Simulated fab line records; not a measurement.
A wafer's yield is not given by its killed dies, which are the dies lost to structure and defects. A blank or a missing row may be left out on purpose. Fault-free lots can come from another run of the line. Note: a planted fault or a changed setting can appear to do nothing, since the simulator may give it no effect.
fab line records    flow n5-finfet
[record] lots = 24  wafers = 72  last-day = 20
route steps=1938 shown BEOL_M12@1652 BEOL_M13@1671 BEOL_M14@1716
lots that met no fault: from a run of the same line without faults
start-h: start of the lot's first displayed wafer, in hours after the record's first day    wait-h: how many hours have passed since the lot's step before this one    " repeats the value in the row above    L1.1+2: one row covering several wafers at once    - no value, or no start given    * or withheld: withheld    < > ~ a bound
route shown NAME@n: a module of which the file shows steps, and the number in the route of the first    usual: average and standard deviation across the fault-free wafers    same: alike in all rows    chamber/n: place in a boat    sites: readings site by site    _std_site: the values' standard deviation    _edge_site: outer sites' mean less inner sites'    radius-mm: how far each site lies from the wafer's centre    mask NAME#n: copy n    behind: the tool/chamber that last shaped the wafer    hold: the reason the lot was held/the length of the hold in hours/how it ended    device: names the non-switching transistor (n, p or np)    end of line: the tests these same wafers got at the end of their route    a step without rows: its recipe alone    killed: not the wafer's yield, but the dies lost to structure and defects at the first sort    map: a wafer's dies, x killed, . not, _ none there
set.NAME: setting as actually run; set.NAME@STEP: the setting as run at that earlier step    model.NAME: the simulator's own value behind a step, which no gauge read
a sample of lots followed through the steps of the route, with each step as a table and each wafer as a row
services: from which hour (start-h, from the record's first day; less than 0 if before it) a tool's chamber was out of use, for how many hours, and why
[[steps]]
[step N5_BEOL_M12_ANNEAL_48]
[recipe] temp-c = 225  time-s = 90  ambient = N2
[usual] wafer_temp_C_max = 225.86/0.24
lot.wafer  tool           chamber  start-h  wait-h  wafer_temp_C_max
L076.3     rtp-anneal-02  0        277.01   0.4     225.31
L076.4     "              0        "        "       225.84
L076.5     "              0        "        "       225.82
L078.1     rtp-anneal-02  0        300.88   0.1     225.57
L078.3     "              0        "        "       225.76
L078.5     "              0        "        "       225.87
L074.2     rtp-anneal-02  0        301.76   0.3     225.94
L074.3     "              0        "        "       225.94
L074.4     "              0        "        "       226.09
L077.3     rtp-anneal-01  0        302.59   0.7     225.84
L077.4     "              0        "        "       225.59
L077.5     "              0        "        "       226.06
L079.3     rtp-anneal-02  0        302.61   0.3     225.68
L079.4     "              0        "        "       225.75
L079.6     "              0        "        "       225.73
L080.2     rtp-anneal-02  0        305.31   0.2     225.75
L080.4     "              0        "        "       226.09
L080.6     "              0        "        "       226.02
L075.1     rtp-anneal-02  0        317.69   0.1     225.56
L075.4     "              0        "        "       225.61
L075.5     "              0        "        "       225.85
L081.2     rtp-anneal-01  0        318.29   0.1     226.09
L081.3     "              0        "        "       225.80
L081.5     "              0        "        "       226.23
L083.1     rtp-anneal-01  0        326.94   0.1     226.20
L083.2     "              0        "        "       225.90
L083.6     "              0        "        "       225.99
L082.1     rtp-anneal-02  0        336.98   0.3     225.88
L082.4     "              0        "        "       226.14
L082.6     "              0        "        "       225.70
L086.2     rtp-anneal-01  0        351.26   0.4     225.65
L086.3     "              0        "        "       225.59
L086.4     "              0        "        "       225.79
L084.2     rtp-anneal-01  0        355.81   0.1     226.05
L084.4     "              0        "        "       226.08
L084.5     "              0        "        "       225.98
L087.3     rtp-anneal-01  0        358.91   0.2     225.94
L087.4     "              0        "        "       225.91
L087.5     "              0        "        "       226.00
L085.1     rtp-anneal-01  0        362.67   0.4     225.64
L085.3     "              0        "        "       225.91
L085.6     "              0        "        "       225.56
L088.3     rtp-anneal-02  0        376.53   0.2     225.89
L088.5     "              0        "        "       225.93
L088.6     "              0        "        "       226.42
L089.1     rtp-anneal-02  0        377.74   0.1     226.08
L089.3     "              0        "        "       225.55
L089.4     "              0        "        "       226.09
L091.3     rtp-anneal-02  0        379.02   0.2     225.80
L091.4     "              0        "        "       226.03
L091.5     "              0        "        "       226.03
L094.2     rtp-anneal-02  0        379.88   0.1     225.90
L094.3     "              0        "        "       225.98
L094.6     "              0        "        "       225.80
L090.1     rtp-anneal-01  0        388.88   0.1     225.92
L090.2     "              0        "        "       225.68
L090.6     "              0        "        "       225.53
L092.1     rtp-anneal-01  0        390.05   0.1     226.18
L092.3     "              0        "        "       225.85
L092.6     "              0        "        "       225.82
L093.3     rtp-anneal-02  0        396.56   0.2     225.59
L093.5     "              0        "        "       225.97
L093.6     "              0        "        "       225.52
L095.1     rtp-anneal-02  0        424.27   0.1     225.87
L095.2     "              0        "        "       226.09
L095.3     "              0        "        "       225.73
L096.1     rtp-anneal-01  0        425.89   0.1     226.07
L096.2     "              0        "        "       225.85
L096.4     "              0        "        "       225.75
L097.3     rtp-anneal-02  0        447.92   0.2     225.73
L097.5     "              0        "        "       225.43
L097.6     "              0        "        "       225.59
[step N5_BEOL_M12_CMP_49]
[recipe] stop-on = SiOC  t-overpolish-s = 20.6  down-force-psi = 1  platen-rpm = 50  clearing-platen-down-force-psi = 1.5  clearing-platen-rpm = 50  post-cmp-clean = cu-alkaline  target-thk-nm = 320  clearing-platen-pad-velocity-m-s = 0.99484  pad-velocity-m-s = 0.99484
[usual] barrier-field-endpoint-s = 30.4/0.69  clearing-platen-down-force-psi = 1.4996/0.0029  motor-current-A = 6.0/0.64  overpolish-run-s = 20.601/0.0093
[same] t-overpolish-s = 20.6
lot.wafer  tool    chamber  start-h  wait-h  barrier-field-endpoint-s  clearing-platen-down-force-psi  motor-current-A  overpolish-run-s
L076.4     cmp-04  0        277.27   0.2     30.5                      1.4969                          5.7              20.625
L076.3     "       3        "        "       30.1                      1.4981                          7.0              20.594
L076.5     "       1        "        "       30.4                      1.4985                          5.4              20.610
L078.3     cmp-02  3        301.18   0.2     30.6                      1.5033                          7.3              20.589
L078.1     "       0        "        "       30.6                      1.5006                          7.3              20.589
L078.5     "       0        "        "       31.1                      1.5049                          7.3              20.612
L074.4     cmp-03  1        302.01   0.1     30.3                      1.5003                          5.5              20.592
L074.2     "       3        "        "       30.1                      1.5008                          5.8              20.600
L074.3     "       0        "        "       30.5                      1.4989                          5.8              20.617
L079.4     cmp-03  2        302.82   0.1     29.7                      1.4971                          5.7              20.591
L079.3     "       3        "        "       30.0                      1.4998                          6.1              20.603
L079.6     "       3        "        "       30.1                      1.5004                          5.7              20.604
L077.3     cmp-04  3        302.84   0.2     31.0                      1.4976                          7.2              20.594
L077.4     "       0        "        "       30.8                      1.4964                          5.7              20.615
L077.5     "       3        "        "       32.1                      1.4992                          7.1              20.593
L080.2     cmp-04  2        305.61   0.3     30.5                      1.5001                          6.0              20.590
L080.4     "       0        "        "       31.8                      1.4996                          5.8              20.594
L080.6     "       2        "        "       31.6                      1.5034                          5.8              20.605
L075.1     cmp-03  0        317.98   0.3     29.9                      1.4966                          5.6              20.601
L075.4     "       2        "        "       30.0                      1.5008                          5.8              20.603
L075.5     "       1        "        "       29.7                      1.4975                          5.3              20.608
L081.2     cmp-02  0        318.62   0.3     31.4                      1.5031                          7.4              20.595
L081.3     "       1        "        "       30.1                      1.5060                          5.8              20.608
L081.5     "       2        "        "       30.4                      1.5013                          6.3              20.601
L083.2     cmp-04  1        327.31   0.3     31.1                      1.5026                          5.3              20.589
L083.1     "       2        "        "       31.1                      1.4999                          6.0              20.580
L083.6     "       0        "        "       31.1                      1.4971                          5.6              20.600
L082.4     cmp-02  3        337.32   0.2     30.6                      1.4972                          7.0              20.590
L082.1     "       0        "        "       31.5                      1.4995                          7.1              20.607
L082.6     "       2        "        "       31.2                      1.5011                          6.4              20.602
L086.2     cmp-04  0        351.53   0.2     31.1                      1.5025                          5.6              20.589
L086.4     "       1        "        "       30.1                      1.5022                          5.2              20.604
L086.3     "       3        "        "       30.9                      1.4998                          7.1              20.601
L084.4     cmp-02  2        356.11   0.2     29.9                      1.4992                          6.6              20.594
L084.2     "       3        "        "       29.3                      1.4934                          6.5              20.609
L084.5     "       1        "        "       30.3                      1.4999                          5.7              20.598
L087.3     cmp-02  0        359.11   0.2     30.8                      1.4991                          7.1              20.593
L087.4     "       2        "        "       30.9                      1.5030                          6.3              20.605
L087.5     "       0        "        "       30.4                      1.5005                          7.7              20.598
L085.3     cmp-03  1        362.97   0.2     30.8                      1.4983                          5.0              20.591
L085.1     "       2        "        "       30.0                      1.5036                          6.1              20.603
L085.6     "       2        "        "       31.1                      1.4993                          5.5              20.586
L088.3     cmp-03  3        376.77   0.2     30.4                      1.4992                          5.9              20.584
L088.5     "       2        "        "       29.9                      1.4993                          5.8              20.598
L088.6     "       3        "        "       30.3                      1.5000                          6.0              20.613
L089.3     cmp-03  2        378.04   0.2     30.6                      1.4981                          5.7              20.610
L089.1     "       0        "        "       30.1                      1.5020                          6.2              20.616
L089.4     "       1        "        "       30.9                      1.5014                          5.5              20.609
L091.4     cmp-04  3        379.26   0.2     30.2                      1.5042                          7.2              20.610
L091.3     "       0        "        "       29.8                      1.4995                          5.7              20.624
L091.5     "       3        "        "       29.7                      1.4979                          7.5              20.611
L094.2     cmp-02  0        380.18   0.3     29.3                      1.5003                          7.3              20.621
L094.3     "       2        "        "       30.8                      1.5032                          6.3              20.598
L094.6     "       0        "        "       30.8                      1.4986                          6.8              20.612
L090.1     cmp-03  0        389.23   0.3     29.6                      1.5008                          5.7              20.600
L090.2     "       2        "        "       29.4                      1.5024                          5.5              20.594
L090.6     "       0        "        "       29.3                      1.5013                          5.7              20.588
L092.3     cmp-03  3        390.43   0.2     31.3                      1.4957                          6.2              20.597
L092.1     "       0        "        "       30.3                      1.4990                          5.9              20.590
L092.6     "       2        "        "       30.0                      1.5029                          5.9              20.602
L093.3     cmp-03  1        396.88   0.3     31.0                      1.4981                          5.2              20.593
L093.6     "       2        "        "       30.0                      1.4963                          5.8              20.612
L093.5     "       3        "        "       31.3                      1.4942                          5.7              20.611
L095.1     cmp-04  0        424.60   0.3     31.4                      1.5042                          5.6              20.610
L095.3     "       1        "        "       30.0                      1.4971                          5.2              20.603
L095.2     "       2        "        "       30.9                      1.4944                          6.0              20.611
L096.1     cmp-04  3        426.19   0.3     29.6                      1.5015                          7.1              20.600
L096.2     "       0        "        "       30.1                      1.4961                          5.9              20.590
L096.4     "       2        "        "       29.7                      1.4999                          6.2              20.588
L097.3     cmp-03  3        448.20   0.2     29.6                      1.4973                          5.9              20.597
L097.6     "       1        "        "       29.5                      1.4991                          5.4              20.586
L097.5     "       2        "        "       28.9                      1.4958                          5.7              20.604
[step N5_BEOL_M12_INSPECT_55]
[recipe] inspect-instrument = darkfield  mode = post-dep
[usual] raw-defect-count = 72/25
lot.wafer  tool               chamber  start-h  wait-h  raw-defect-count
L076.3     defect-inspect-01  -        277.71   0.0     65
L076.4     "                  -        "        "       86
L076.5     "                  -        "        "       68
L078.1     defect-inspect-02  -        301.65   0.0     57
L078.3     "                  -        "        "       81
L078.5     "                  -        "        "       57
L074.2     defect-inspect-01  -        302.46   0.0     66
L074.3     "                  -        "        "       70
L074.4     "                  -        "        "       95
L077.3     defect-inspect-01  -        303.26   0.0     68
L077.4     "                  -        "        "       74
L077.5     "                  -        "        "       95
L079.3     defect-inspect-02  -        303.26   0.0     55
L079.4     "                  -        "        "       51
L079.6     "                  -        "        "       102
L080.2     defect-inspect-01  -        306.02   0.0     93
L080.4     "                  -        "        "       124
L080.6     "                  -        "        "       86
L075.1     defect-inspect-01  -        318.46   0.0     59
L075.4     "                  -        "        "       39
L075.5     "                  -        "        "       65
L081.2     defect-inspect-01  -        318.99   0.0     77
L081.3     "                  -        "        "       53
L081.5     "                  -        "        "       79
L083.1     defect-inspect-01  -        327.68   0.0     70
L083.2     "                  -        "        "       65
L083.6     "                  -        "        "       44
L082.1     defect-inspect-01  -        337.72   0.0     129
L082.4     "                  -        "        "       118
L082.6     "                  -        "        "       78
L086.2     defect-inspect-01  -        351.97   0.0     79
L086.3     "                  -        "        "       84
L086.4     "                  -        "        "       82
L084.2     defect-inspect-01  -        356.51   0.0     69
L084.4     "                  -        "        "       109
L084.5     "                  -        "        "       73
L087.3     defect-inspect-02  -        359.59   0.0     47
L087.4     "                  -        "        "       46
L087.5     "                  -        "        "       66
L085.1     defect-inspect-02  -        363.44   0.0     46
L085.3     "                  -        "        "       109
L085.6     "                  -        "        "       66
L088.3     defect-inspect-02  -        377.18   0.0     94
L088.5     "                  -        "        "       118
L088.6     "                  -        "        "       68
L089.1     defect-inspect-01  -        378.51   0.0     43
L089.3     "                  -        "        "       48
L089.4     "                  -        "        "       32
L091.3     defect-inspect-01  -        379.67   0.0     71
L091.4     "                  -        "        "       61
L091.5     "                  -        "        "       128
L094.2     defect-inspect-02  -        380.62   0.0     74
L094.3     "                  -        "        "       52
L094.6     "                  -        "        "       80
L090.1     defect-inspect-02  -        389.65   0.0     44
L090.2     "                  -        "        "       63
L090.6     "                  -        "        "       40
L092.1     defect-inspect-01  -        390.81   0.0     64
L092.3     "                  -        "        "       62
L092.6     "                  -        "        "       97
L093.3     defect-inspect-02  -        397.29   0.1     56
L093.5     "                  -        "        "       16
L093.6     "                  -        "        "       64
L095.1     defect-inspect-02  -        425.01   0.0     67
L095.2     "                  -        "        "       40
L095.3     "                  -        "        "       60
L096.1     defect-inspect-01  -        426.63   0.0     56
L096.2     "                  -        "        "       58
L096.4     "                  -        "        "       40
L097.3     defect-inspect-01  -        448.58   0.0     96
L097.5     "                  -        "        "       102
L097.6     "                  -        "        "       63
[step N5_BEOL_M13_INSPECT_12]
[recipe] mode = adi  inspect-instrument = macro
[usual] raw-defect-count = 2.1/1.5
lot.wafer  tool               chamber  start-h  wait-h  raw-defect-count
L076.3     defect-inspect-02  -        278.26   0.0     2
L076.4     "                  -        "        "       0
L076.5     "                  -        "        "       0
L078.1     defect-inspect-01  -        302.33   0.0     4
L078.3     "                  -        "        "       1
L078.5     "                  -        "        "       1
L074.2     defect-inspect-02  -        303.00   0.0     0
L074.3     "                  -        "        "       2
L074.4     "                  -        "        "       1
L077.3     defect-inspect-01  -        303.80   0.0     0
L077.4     "                  -        "        "       1
L077.5     "                  -        "        "       4
L079.3     defect-inspect-01  -        303.84   0.0     6
L079.4     "                  -        "        "       3
L079.6     "                  -        "        "       2
L080.2     defect-inspect-01  -        306.71   0.0     3
L080.4     "                  -        "        "       2
L080.6     "                  -        "        "       1
L075.1     defect-inspect-02  -        319.00   0.0     3
L075.4     "                  -        "        "       1
L075.5     "                  -        "        "       1
L081.2     defect-inspect-02  -        319.60   0.0     2
L081.3     "                  -        "        "       4
L081.5     "                  -        "        "       3
L083.1     defect-inspect-01  -        328.35   0.0     1
L083.2     "                  -        "        "       5
L083.6     "                  -        "        "       2
L082.1     defect-inspect-01  -        338.33   0.0     4
L082.4     "                  -        "        "       1
L082.6     "                  -        "        "       3
L086.2     defect-inspect-02  -        352.58   0.0     1
L086.3     "                  -        "        "       1
L086.4     "                  -        "        "       2
L084.2     defect-inspect-01  -        357.19   0.0     4
L084.4     "                  -        "        "       2
L084.5     "                  -        "        "       2
L087.3     defect-inspect-01  -        360.14   0.0     3
L087.4     "                  -        "        "       2
L087.5     "                  -        "        "       1
L085.1     defect-inspect-02  -        363.98   0.0     3
L085.3     "                  -        "        "       4
L085.6     "                  -        "        "       2
L088.3     defect-inspect-02  -        377.78   0.0     3
L088.5     "                  -        "        "       3
L088.6     "                  -        "        "       4
L089.1     defect-inspect-02  -        379.05   0.0     2
L089.3     "                  -        "        "       3
L089.4     "                  -        "        "       3
L091.3     defect-inspect-01  -        380.40   0.0     2
L091.4     "                  -        "        "       3
L091.5     "                  -        "        "       4
L094.2     defect-inspect-02  -        381.17   0.0     1
L094.3     "                  -        "        "       1
L094.6     "                  -        "        "       1
L090.1     defect-inspect-01  -        390.41   0.0     3
L090.2     "                  -        "        "       1
L090.6     "                  -        "        "       0
L092.1     defect-inspect-02  -        391.35   0.0     2
L092.3     "                  -        "        "       3
L092.6     "                  -        "        "       2
L093.3     defect-inspect-01  -        398.02   0.0     4
L093.5     "                  -        "        "       1
L093.6     "                  -        "        "       2
L095.1     defect-inspect-02  -        425.68   0.0     5
L095.2     "                  -        "        "       4
L095.3     "                  -        "        "       2
L096.1     defect-inspect-02  -        427.30   0.0     1
L096.2     "                  -        "        "       1
L096.4     "                  -        "        "       6
L097.3     defect-inspect-02  -        449.25   0.0     1
L097.5     "                  -        "        "       3
L097.6     "                  -        "        "       2
[step N5_BEOL_M13_INSPECT_30]
[recipe] mode = adi  inspect-instrument = macro
[usual] raw-defect-count = 2.0/1.5
lot.wafer  tool               chamber  start-h  wait-h  raw-defect-count
L076.3     defect-inspect-02  -        279.30   0.0     4
L076.4     "                  -        "        "       1
L076.5     "                  -        "        "       1
L078.1     defect-inspect-02  -        303.40   0.0     2
L078.3     "                  -        "        "       1
L078.5     "                  -        "        "       3
L074.2     defect-inspect-01  -        303.96   0.0     2
L074.3     "                  -        "        "       6
L074.4     "                  -        "        "       2
L077.3     defect-inspect-02  -        304.75   0.0     2
L077.4     "                  -        "        "       2
L077.5     "                  -        "        "       3
L079.3     defect-inspect-02  -        305.03   0.0     2
L079.4     "                  -        "        "       1
L079.6     "                  -        "        "       3
L080.2     defect-inspect-02  -        307.67   0.0     2
L080.4     "                  -        "        "       0
L080.6     "                  -        "        "       1
L075.1     defect-inspect-02  -        319.95   0.0     1
L075.4     "                  -        "        "       5
L075.5     "                  -        "        "       3
L081.2     defect-inspect-01  -        320.72   0.0     2
L081.3     "                  -        "        "       1
L081.5     "                  -        "        "       1
L083.1     defect-inspect-02  -        329.42   0.0     1
L083.2     "                  -        "        "       2
L083.6     "                  -        "        "       4
L082.1     defect-inspect-01  -        339.40   0.0     3
L082.4     "                  -        "        "       6
L082.6     "                  -        "        "       6
L086.2     defect-inspect-01  -        353.52   0.0     4
L086.3     "                  -        "        "       2
L086.4     "                  -        "        "       6
L084.2     defect-inspect-01  -        358.15   0.0     2
L084.4     "                  -        "        "       2
L084.5     "                  -        "        "       3
L087.3     defect-inspect-02  -        361.21   0.0     1
L087.4     "                  -        "        "       5
L087.5     "                  -        "        "       3
L085.1     defect-inspect-01  -        364.93   0.0     0
L085.3     "                  -        "        "       1
L085.6     "                  -        "        "       4
L088.3     defect-inspect-01  -        378.86   0.0     1
L088.5     "                  -        "        "       2
L088.6     "                  -        "        "       0
L089.1     defect-inspect-01  -        380.28   0.0     1
L089.3     "                  -        "        "       4
L089.4     "                  -        "        "       4
L091.3     defect-inspect-02  -        381.58   0.0     2
L091.4     "                  -        "        "       0
L091.5     "                  -        "        "       0
L094.2     defect-inspect-01  -        382.25   0.0     2
L094.3     "                  -        "        "       2
L094.6     "                  -        "        "       1
L090.1     defect-inspect-01  -        391.41   0.0     3
L090.2     "                  -        "        "       1
L090.6     "                  -        "        "       1
L092.1     defect-inspect-01  -        392.42   0.0     2
L092.3     "                  -        "        "       0
L092.6     "                  -        "        "       3
L093.3     defect-inspect-01  -        398.97   0.0     2
L093.5     "                  -        "        "       6
L093.6     "                  -        "        "       4
L095.1     defect-inspect-01  -        426.81   0.0     1
L095.2     "                  -        "        "       2
L095.3     "                  -        "        "       1
L096.1     defect-inspect-01  -        428.30   0.0     3
L096.2     "                  -        "        "       3
L096.4     "                  -        "        "       2
L097.3     defect-inspect-01  -        450.32   0.0     4
L097.5     "                  -        "        "       1
L097.6     "                  -        "        "       2
[step N5_BEOL_M14_ILD_DEP_00]
[recipe] material = SiO2  target-thk-a = 11193  temp-c = 400  precursor = TEOS/O2  pressure-torr = 6.5  rf-w = 900  teos-flow-sccm = 161.4  gas = O2  flow-sccm = 2650  time-s = 237.4
[usual] heater-power-w = 536/88  rf-fwd-power-W = 898.2/2.6  showerhead-plenum-p-Torr = 8.33/0.044  throttle-valve-pct = 18.3/0.86
lot.wafer  tool      chamber  start-h  wait-h  heater-power-w  rf-fwd-power-W  showerhead-plenum-p-Torr  throttle-valve-pct
L076.3     pecvd-01  0        285.60   0.1     594             899.0           8.34                      19.5
L076.4     "         1        "        "       604             900.9           8.26                      17.7
L076.5     "         0        "        "       633             900.6           8.34                      19.3
L078.1     pecvd-04  1        305.93   0.0     576             898.0           8.35                      18.0
L078.3     "         0        "        "       385             896.6           8.36                      19.8
L078.5     "         0        "        "       439             897.3           8.39                      19.6
L074.2     pecvd-04  1        309.33   0.0     576             896.9           8.36                      18.0
L074.3     "         0        "        "       378             899.4           8.34                      19.7
L074.4     "         2        "        "       515             896.4           8.31                      17.4
L077.3     pecvd-01  2        309.66   0.0     444             895.0           8.30                      18.0
L077.4     "         2        "        "       489             893.1           8.28                      18.1
L077.5     "         1        "        "       474             897.2           8.26                      17.5
L079.3     pecvd-01  0        310.05   0.0     635             900.8           8.34                      19.6
L079.4     "         2        "        "       529             898.3           8.28                      18.2
L079.6     "         0        "        "       479             901.6           8.35                      19.7
L080.2     pecvd-04  1        314.56   0.0     542             897.0           8.38                      17.8
L080.4     "         2        "        "       558             896.2           8.32                      17.6
L080.6     "         0        "        "       472             895.0           8.36                      19.6
L075.1     pecvd-04  1        326.85   0.0     541             892.8           8.38                      18.1
L075.4     "         2        "        "       419             900.1           8.30                      17.7
L075.5     "         0        "        "       353             899.8           8.36                      19.6
L081.2     pecvd-01  0        329.35   0.0     554             900.5           8.36                      19.5
L081.3     "         2        "        "       457             896.3           8.28                      18.3
L081.5     "         2        "        "       499             894.7           8.28                      18.1
L083.1     pecvd-02  2        338.66   0.0     748             892.6           8.26                      19.1
L083.2     "         1        "        "       624             899.2           8.38                      18.3
L083.6     "         0        "        "       542             900.4           8.37                      19.5
L082.1     pecvd-01  2        346.31   0.0     520             892.7           8.31                      18.2
L082.4     "         2        "        "       399             895.4           8.29                      18.4
L082.6     "         0        "        "       470             898.7           8.37                      19.6
L086.2     pecvd-04  1        356.19   0.0     586             899.5           8.38                      17.8
L086.3     "         2        "        "       529             898.7           8.32                      17.6
L086.4     "         1        "        "       624             896.2           8.37                      18.0
L084.2     pecvd-04  2        362.30   0.0     529             892.4           8.32                      17.8
L084.4     "         1        "        "       474             899.2           8.37                      17.8
L084.5     "         1        "        "       549             897.7           8.36                      18.2
L087.3     pecvd-04  1        363.75   0.1     575             900.7           8.36                      17.8
L087.4     "         2        "        "       519             899.3           8.31                      17.5
L087.5     "         1        "        "       605             899.8           8.38                      17.9
L085.1     pecvd-04  0        368.83   0.0     376             898.9           8.35                      17.6
L085.3     "         1        "        "       580             901.0           8.37                      17.6
L085.6     "         0        "        "       415             897.5           8.35                      17.5
L088.3     pecvd-02  2        381.47   0.1     597             895.8           8.26                      19.2
L088.5     "         2        "        "       675             895.8           8.24                      19.3
L088.6     "         1        "        "       575             901.7           8.40                      18.5
L089.1     pecvd-04  2        382.67   0.0     546             898.2           8.33                      17.6
L089.3     "         1        "        "       561             903.3           8.38                      18.0
L089.4     "         0        "        "       313             902.3           8.34                      17.2
L094.2     pecvd-01  1        385.62   0.0     491             895.3           8.25                      17.5
L094.3     "         0        "        "       571             896.4           8.36                      20.1
L094.6     "         2        "        "       501             896.6           8.31                      18.2
L091.3     pecvd-04  2        386.14   0.0     495             900.4           8.33                      17.7
L091.4     "         0        "        "       323             898.2           8.34                      17.4
L091.5     "         1        "        "       570             896.0           8.35                      18.0
L090.1     pecvd-04  0        397.98   0.0     448             896.5           8.35                      17.5
L090.2     "         1        "        "       501             900.0           8.37                      17.7
L090.6     "         0        "        "       334             904.6           8.35                      17.7
L092.1     pecvd-02  0        400.57   0.0     621             897.0           8.36                      19.4
L092.3     "         0        "        "       715             899.1           8.37                      19.2
L092.6     "         0        "        "       548             896.8           8.39                      19.7
L093.3     pecvd-02  2        401.61   0.1     683             901.2           8.25                      19.5
L093.5     "         0        "        "       646             896.5           8.37                      19.4
L093.6     "         2        "        "       728             898.8           8.26                      19.5
L095.1     pecvd-04  2        432.62   0.0     562             898.1           8.32                      17.5
L095.2     "         1        "        "       598             901.0           8.39                      17.7
L095.3     "         0        "        "       393             899.6           8.37                      17.5
L096.1     pecvd-01  1        432.86   0.0     618             899.8           8.28                      17.4
L096.2     "         0        "        "       570             898.7           8.35                      20.3
L096.4     "         1        "        "       478             903.1           8.27                      17.4
L097.3     pecvd-01  1        453.06   0.0     565             895.2           8.25                      17.6
L097.5     "         0        "        "       471             894.9           8.33                      19.8
L097.6     "         2        "        "       500             900.0           8.31                      18.7
[[services]]
tool      chamber  start-h  hours  kind
pecvd-01  -        266.95   2.8    pm
cmp-03    -        270.53   4.2    repair
pecvd-01  1        278.52   4.2    repair
pecvd-01  2        284.94   19.7   repair
pecvd-04  -        296.71   4.4    repair
cmp-02    -        301.97   3.8    pm
cmp-03    -        306.56   5.8    pm
pecvd-04  0        336.82   -      clean
pecvd-04  0        336.82   29.5   scheduled-down
pecvd-04  0        336.82   29.5   vent-cycle
cmp-03    -        338.77   7.0    repair
pecvd-02  0        355.07   39.7   repair
cmp-03    -        355.51   4.0    pm
cmp-03    -        359.51   -      consumable-replace:conditioner
cmp-03    -        359.51   -      consumable-replace:pad
cmp-04    -        387.88   4.0    repair
cmp-02    -        395.86   1.0    repair
cmp-02    -        398.48   3.4    repair
pecvd-01  1        398.76   2.1    scheduled-down
cmp-02    -        402.61   4.0    pm
cmp-04    -        412.46   0.5    repair
cmp-04    -        431.51   15.2   pm
cmp-03    -        435.23   1.5    repair
cmp-04    -        448.13   4.0    pm
[[key]]
fault none
